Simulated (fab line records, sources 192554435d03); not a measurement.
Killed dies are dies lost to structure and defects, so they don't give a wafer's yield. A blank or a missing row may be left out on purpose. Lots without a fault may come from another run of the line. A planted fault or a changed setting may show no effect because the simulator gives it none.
Split-lot experiment | flow n5_finfet | 7 lots, 39 wafers read, on a route of 1938 steps

THE SPLIT
At N5_SPACER0_ALD_08 (deposits SiNx, target thk 2 nm), the setting target_thk_a was moved away from the recipe's 20 angstrom on 15 of the 39 wafers read, by -15.7% to +15.9%. The other wafers ran this setting at the recipe's value.

FROM THE SPLIT TO THE READING: what the file shows between them, 3 steps
- N5_SD_EPI_N_COAT_32: time 60 s, resist thk 350 nm
- N5_SD_EPI_N_SD_RECESS_17: chemistry HBr/Cl2/O2, target depth 41 nm, time 23.7 s, bt time 3 s
- N5_SD_EPI_N_STRIP_38: strips in N2/H2

THE READING
SiNx_of_SPACER0_ALD_08.thk_nm (the simulator's own value, which no gauge read), in nm, at N5_SD_EPI_N_WET_ETCH_43 (etches SiO2 in dHF, time 14 s, target depth 1.5 nm). The file gives no usual value for it. The 24 wafers here that ran the recipe average 1.6 nm, standard deviation 0.04 nm.

wafer  | tool, chamber at the split | target_thk_a as run, angstrom | against the recipe | SiNx_of_SPACER0_ALD_08.thk_nm, nm | against lot-mates on the recipe
L074.1 | ald_sin-03, 2,0,0          | 20                            | recipe             | 1.6                               | -
L074.3 | ald_sin-03, 2,0,0          | 20                            | recipe             | 1.6                               | -
L074.6 | ald_sin-03, 2,0,0          | 20                            | recipe             | 1.6                               | -
L074.2 | ald_sin-03, 3,1,1          | 23.17                         | +15.9%             | 1.8                               | +0.2
L074.4 | ald_sin-03, 3,1,1          | 23.17                         | +15.9%             | 1.8                               | +0.2
L074.5 | ald_sin-03, 3,1,1          | 23.17                         | +15.9%             | 1.8                               | +0.2
L075.1 | ald_sin-01, 1,3,2          | 20                            | recipe             | 1.6                               | -
L075.2 | ald_sin-01, 1,3,2          | 20                            | recipe             | 1.6                               | -
L075.4 | ald_sin-01, 1,3,2          | 20                            | recipe             | 1.6                               | -
L075.3 | ald_sin-01, 0,2,3          | 16.86                         | -15.7%             | 1.2                               | -0.4
L075.5 | ald_sin-01, 0,2,3          | 16.86                         | -15.7%             | 1.2                               | -0.4
L075.6 | ald_sin-01, 0,2,3          | 16.86                         | -15.7%             | 1.2                               | -0.4
L076.1 | ald_sin-01, 1,3,0          | 20                            | recipe             | 1.6                               | -
L076.2 | ald_sin-01, 1,3,0          | 20                            | recipe             | 1.6                               | -
L076.6 | ald_sin-01, 1,3,0          | 20                            | recipe             | 1.6                               | -
L076.3 | ald_sin-01, 2,0,1          | 17.95                         | -10.3%             | 1.4                               | -0.2
L076.4 | ald_sin-01, 2,0,1          | 17.95                         | -10.3%             | 1.4                               | -0.2
L076.5 | ald_sin-01, 2,0,1          | 17.95                         | -10.3%             | 1.4                               | -0.2
L078.1 | ald_sin-02, 1,2,1          | 20                            | recipe             | 1.6                               | -
L078.2 | ald_sin-02, 1,2,1          | 20                            | recipe             | 1.6                               | -
L078.6 | ald_sin-02, 1,2,1          | 20                            | recipe             | 1.6                               | -
L078.3 | ald_sin-02, 3,0,0          | 17.62                         | -11.9%             | 1.2                               | -0.4
L078.4 | ald_sin-02, 3,0,0          | 17.62                         | -11.9%             | 1.2                               | -0.4
L078.5 | ald_sin-02, 3,0,0          | 17.62                         | -11.9%             | 1.4                               | -0.2
L082.1 | ald_sin-01, 3,2,0          | 22.73                         | +13.7%             | 1.8                               | +0.2
L082.4 | ald_sin-01, 3,2,0          | 22.73                         | +13.7%             | 1.8                               | +0.2
L082.6 | ald_sin-01, 3,2,0          | 22.73                         | +13.7%             | 1.8                               | +0.2
L082.2 | ald_sin-01, 0,1,1          | 20                            | recipe             | 1.6                               | -
L082.3 | ald_sin-01, 0,1,1          | 20                            | recipe             | 1.6                               | -
L082.5 | ald_sin-01, 0,1,1          | 20                            | recipe             | 1.6                               | -
L085.1 | ald_sin-02, 3,2,1          | 20                            | recipe             | 1.6                               | -
L085.3 | ald_sin-02, 3,2,1          | 20                            | recipe             | 1.6                               | -
L085.4 | ald_sin-02, 3,2,1          | 20                            | recipe             | 1.6                               | -
L086.1 | ald_sin-01, 3,2,1,0,0,3    | 20                            | recipe             | 1.6                               | -
L086.3 | ald_sin-01, 3,2,1,0,0,3    | 20                            | recipe             | 1.6                               | -
L086.4 | ald_sin-01, 3,2,1,0,0,3    | 20                            | recipe             | 1.6                               | -
L086.5 | ald_sin-01, 3,2,1,0,0,3    | 20                            | recipe             | 1.6                               | -
L086.6 | ald_sin-01, 3,2,1,0,0,3    | 20                            | recipe             | 1.6                               | -
L086.2 | ald_sin-01, 3,2,1,0,0,3    | 20                            | recipe             | 1.4                               | -
Where a row lists several chambers, the file gives one row for several wafers and doesn't say which wafer went through which chamber.

THE FIT
A straight line over all 39 wafers: SiNx_of_SPACER0_ALD_08.thk_nm changes by +0.0192 nm for each +1% of target_thk_a; r = +0.94; the points scatter about the line by 0.059 nm.
The same after taking each lot's own level away (the mean of its wafers on the recipe; 39 wafers): +0.0193 nm for each +1%; r = +0.94; scatter 0.06 nm.
On that fit, the largest move of target_thk_a shifts the reading by 0.31 nm.
The lots' own levels span 1.57 to 1.60 nm, that is 0.8 times the standard deviation above.
So the lot-to-lot level changes the slope little: the two slopes agree.
Check: with one of the wafers moved furthest among these (+15.9%) left out of the fit, the line predicts +0.288 nm for it against its lot-mates. It came out at +0.2 nm against them.

OTHER SPLITS ON THESE WAFERS
These wafers also went through other splits before the reading. Each is held against what the fit with the lots' levels taken away leaves over:
other split on the same wafers               | wafers away from the commonest value | r with SiNx_of_SPACER0_ALD_08.thk_nm (lot level and that fit taken away)
N5_FIN_CUT_CUT_ETCH_26 source_w              | 15                                   | +0.11
N5_STI_FIN_REVEAL_ETCHBACK_08 target_depth_a | 9                                    | +0.05
N5_DUMMY_GATE_ETCH_31 target_depth_a         | 9                                    | +0.15

THE WHOLE CHAIN: every reading that the file lists as answering this split, in the file's order
step                    | what it does                                       | reading                                                                        | change (the file's fit)                | r (the file's)
N5_SPACER0_ALD_08       | deposits SiNx, target thk 2 nm                     | SiNx_of_SPACER0_ALD_08.thk_nm (the simulator's own value, which no gauge read) | +0.0213 nm for each +1% of the setting | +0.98
N5_SD_EPI_N_WET_ETCH_43 | etches SiO2 in dHF, time 14 s, target depth 1.5 nm | SiNx_of_SPACER0_ALD_08.thk_nm (the simulator's own value, which no gauge read) | +0.0196 nm for each +1% of the setting | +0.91

THE FILE'S OWN FIT
SiNx_of_SPACER0_ALD_08.thk_nm changes by +0.0196 nm for each +1% of target_thk_a, r = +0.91.
